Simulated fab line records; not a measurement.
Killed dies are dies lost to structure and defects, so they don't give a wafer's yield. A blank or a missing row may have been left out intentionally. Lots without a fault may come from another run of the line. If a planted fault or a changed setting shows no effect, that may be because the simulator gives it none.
A lot that was struck, set against a sound lot || flow nand-harc || 14 out of 1302 route steps
Sound: these wafers, L460.1, L460.3, L460.4. The struck wafers were L469.2, L469.5, L469.6. The cause is given at the end.
Per side, at each step with rows, come the tool, then ch with its chambers, and then its first start. Under that, the readings that differ: sound wafers || struck wafers || difference of the means || sigmas: that difference in standard deviations of wafers without a fault.
alike: same words and numbers on both sides, and readings whose means sit less than 2 such deviations apart. not compared: any withheld reading, any reading some wafer has no value for, any bound like >300 that may hide the same value, and any number with overlapping values for which the record gives no deviation.
The two part at a step that has a row with sigmas, a row that says differs or no value, or rows on one side only. Numbers that don't overlap but have no deviation are shown without sigmas and don't part them. A reading that every wafer of one side lacks parts them only if that side has two wafers or more.

NHARC_A_STAIRCASE_DESCUM_291: chemistry O2, time 3 s.
  sound on rie-diel-06 ch 0,2,3, day 19 17:16; struck on rie-diel-06 ch 1,2,3, day 24 03:29
  alike: chamber-pressure-mTorr, drypump-motor-current-A, oes-product-au, rf-vpp-V, showerhead-plenum-p-Torr, throttle-valve-pct
  not compared: rf-hours-counter-h
then, 1 step without rows for these wafers: NHARC_A_STAIRCASE_ETCH_292 (etches the open film in CF4/CHF3).
NHARC_A_STAIRCASE_HM_OPEN_460: chemistry O2/COS.
  sound: rie-diel-06 ch 0,1,2; struck: rie-diel-06 ch 0,3
  alike: bias-w, chamber-pressure-mTorr, drypump-motor-current-A, oes-product-au, rf-vpp-V, showerhead-plenum-p-Torr, throttle-valve-pct
  not compared: rf-hours-counter-h
then, 2 steps without rows for these wafers: NHARC_A_STAIRCASE_STRIP_461 (strips in O2/COS); NHARC_A_STAIRCASE_ETCH_452 (etches the open film in CF4/O2, target depth 30 nm, overetch 3 nm, time 16.5 s).
NHARC_A_STAIRCASE_ETCH_294: etches the open film in C4F8/O2/Ar, target depth 4989 nm, time 1211.6 s.
  sound: rie-diel-06 ch 0,1,2; struck: rie-diel-06 ch 0,1,2
  alike: bias-w, chamber-pressure-mTorr, oes-product-au, rf-vpp-V
  not compared: rf-hours-counter-h
NHARC_A_STAIRCASE_STRIP_295: strips in O2.
  sound: rie-diel-06 ch 0,2,3; struck: rie-diel-06 ch 0,2,3
  alike: chamber-pressure-mTorr, drypump-motor-current-A, oes-product-au, rf-vpp-V, showerhead-plenum-p-Torr, throttle-valve-pct
  not compared: rf-hours-counter-h
then, 3 steps without rows for these wafers: NHARC_A_STAIRCASE_STRIP_296 (strips in SPM, time 900 s); NHARC_A_STAIRCASE_PRECLEAN_297 (cleans in SC1); NHARC_A_STAIRCASE_SRD_298.
NHARC_A_STAIRCASE_HM_DEP_462: deposits aC, target thk 800 nm.
  sound on acl-dep-01 ch 0, day 19 21:10; struck on acl-dep-03 ch 0, day 24 10:56
  alike: throttle-valve-pct
NHARC_A_STAIRCASE_DEP_301: deposits SiON, target thk 30 nm.
  sound on pecvd-01 ch 0,1, day 19 23:13; struck on pecvd-01 ch 0,1, day 24 12:34
{"reading": "rf-fwd-power-W (W)", "sound": "346.8 349.1 348.8", "struck": "306.6 306.7 305.7", "difference": -41.9, "sigmas": -35}
  alike: heater-power-w
then, 2 steps without rows for these wafers: NHARC_A_STAIRCASE_DEHYDRATE_302 (time 120 s); NHARC_END_SORT_01.

WHERE THEY PART
Within this record, at NHARC_A_STAIRCASE_DEP_301 only.

WHY: what the simulator had put in
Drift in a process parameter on pecvd-01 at NHARC_A_STAIRCASE_DEP_301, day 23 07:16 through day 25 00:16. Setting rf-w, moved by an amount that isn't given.
